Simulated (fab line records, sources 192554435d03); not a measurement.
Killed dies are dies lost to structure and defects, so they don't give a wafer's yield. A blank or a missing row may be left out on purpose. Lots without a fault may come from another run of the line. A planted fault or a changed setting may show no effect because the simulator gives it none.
A struck lot beside a sound one | flow n5_finfet | 21 steps out of a route of 1938
Sound: wafers L869.1, L869.4, L869.5. Struck: wafer L865.3. (L865.6 of the same lot was not struck and is left out.) The cause comes at the end.
At each step with rows: each side's tool, then ch and its chambers, then its first start. Under that, the readings that differ: sound wafers | struck wafers | difference of the means | sigmas: that difference in standard deviations of wafers without a fault.
alike: readings whose means differ by less than 2 such deviations, and words and numbers that are the same on both sides. not compared: withheld readings, readings that some wafer has no value for, bounds like >300 that may hide the same value, and numbers for which the record gives no deviation and whose values overlap.
The two part at a step that has a row with sigmas, a row that says differs or no value, or rows on one side only. Numbers that don't overlap but have no deviation are shown without sigmas and don't part them. A reading that every wafer of one side lacks parts them only if that side has two wafers or more.

N5_BEOL_M13_VIA_ETCH_16: etches SiOC in C4F8/O2/Ar, target depth 921.7 nm.
  sound on rie_diel-01 ch 0,2, day 18 02:29; struck on rie_diel-06 ch 1, day 17 01:15
  reading               | sound          | struck | difference | sigmas
  oes_product_au (a.u.) | 0.59 0.59 0.64 | 0.74   | +0.13      | +2
  alike: drypump_motor_current_A, mfc_ar_sccm, rf_fwd_power_W, rf_vpp_V, showerhead_plenum_p_Torr, throttle_valve_pct
N5_BEOL_M13_STRIP_63: strips in N2/H2.
  sound on plasma_asher-01 ch 1, day 18 02:44; struck on plasma_asher-02 ch 1, day 17 01:31
  reading             | sound          | struck | difference | sigmas
  heater_power_w (W)  | 319 306 312    | 389    | +77        | +3
  n2_flow_sccm (sccm) | 1742 1740 1739 | 1755   | +15        | +3
  alike: drypump_motor_current_A, oes_product_au, strip_time_to_endpoint_s
  not compared: rf_hours_counter_h
N5_BEOL_M13_STRIP_64: strips in N2/H2.
  sound on plasma_asher-01 ch 1, day 18 02:47; struck on plasma_asher-02 ch 1, day 17 01:34
  alike: drypump_motor_current_A, heater_power_w, n2_flow_sccm, oes_product_au, strip_time_to_endpoint_s
  not compared: rf_hours_counter_h
then, 2 steps without rows for these wafers: N5_BEOL_M13_STRIP_71 (strips in post etch residue remover, time 60 s); N5_BEOL_M13_SRD_72 (time 30 s, dry time 30 s).
N5_BEOL_M13_CD_MEAS_17: target cd 190 nm.
  sound on cd_sem-01, day 18 02:56; struck on cd_sem-03, day 17 01:42
  alike: cd_nm
then, 6 steps without rows for these wafers: N5_BEOL_M13_COAT_65 (time 60 s, resist thk 350 nm); N5_BEOL_M13_COAT_66 (time 60 s, resist thk 110 nm); N5_BEOL_M13_COAT_22 (resist thk 300 nm); N5_BEOL_M13_EBR_24; N5_BEOL_M13_SOFTBAKE_23 (time 60 s); N5_BEOL_M13_EXPOSE_25 (exposes mask M13, target cd 210 nm).
N5_BEOL_M13_PEB_26: peb time 90 s.
  sound on litho_track-04 ch 0, day 18 03:08; struck on litho_track-05 ch 0, day 17 02:02
  reading                  | sound             | struck | difference | sigmas
  heater_power_total_W (W) | 171.0 171.4 172.2 | 180.2  | +8.7       | +11
then, 2 steps without rows for these wafers: N5_BEOL_M13_DEVELOP_27 (develop time 45 s); N5_BEOL_M13_HARDBAKE_32 (time 120 s).
N5_BEOL_M13_CD_MEAS_28: target cd 209.5 nm.
  sound on cd_sem-01 ch 0, day 18 03:16; struck on cd_sem-03 ch 0, day 17 02:09
  reading    | sound             | struck | difference | sigmas
  cd_nm (nm) | 211.0 211.1 209.9 | 208.0  | -2.7       | -2
N5_BEOL_M13_OVL_MEAS_29:
  sound on overlay-02 ch 0, day 18 03:17; struck on overlay-01 ch 0, day 17 02:11
  alike: M13_OVL
N5_BEOL_M13_INSPECT_30: inspects for defects (macro).
  sound on defect_inspect-02, day 18 03:19; struck on defect_inspect-02, day 17 02:12
  alike: raw_defect_count
N5_BEOL_M13_DESCUM_33: chemistry O2, time 7.9 s.
  sound on rie_diel-06 ch 1,2, day 18 05:05; struck on rie_diel-01 ch 2, day 17 02:24
  reading                   | sound             | struck | difference | sigmas
  model.BEOL_M13.cd_nm (nm) | 210.6 211.4 209.6 | 208.4  | -2.1       |
  alike: drypump_motor_current_A, oes_product_au, rf_fwd_power_W, rf_vpp_V, showerhead_plenum_p_Torr, throttle_valve_pct
  not compared: rf_hours_counter_h
N5_BEOL_M13_ETCH_67: etches SiARC in CF4, target depth 143 nm, time 238.3 s.
  sound on rie_diel-06 ch 1,2, day 18 05:08; struck on rie_diel-01 ch 2, day 17 02:26
  alike: drypump_motor_current_A, etch_rf_on_time_s, mfc_ar_sccm, oes_product_au, rf_fwd_power_W, rf_vpp_V, showerhead_plenum_p_Torr, throttle_valve_pct
  not compared: rf_hours_counter_h
N5_PASSIVATION_PROBE_49:
  the record has rows for the struck wafers here (prober-02, day 18 20:05) and none for the sound ones

WHERE THEY PART
First at N5_BEOL_M13_VIA_ETCH_16; last, within this record, at N5_PASSIVATION_PROBE_49.

WHY: what the simulator had put in
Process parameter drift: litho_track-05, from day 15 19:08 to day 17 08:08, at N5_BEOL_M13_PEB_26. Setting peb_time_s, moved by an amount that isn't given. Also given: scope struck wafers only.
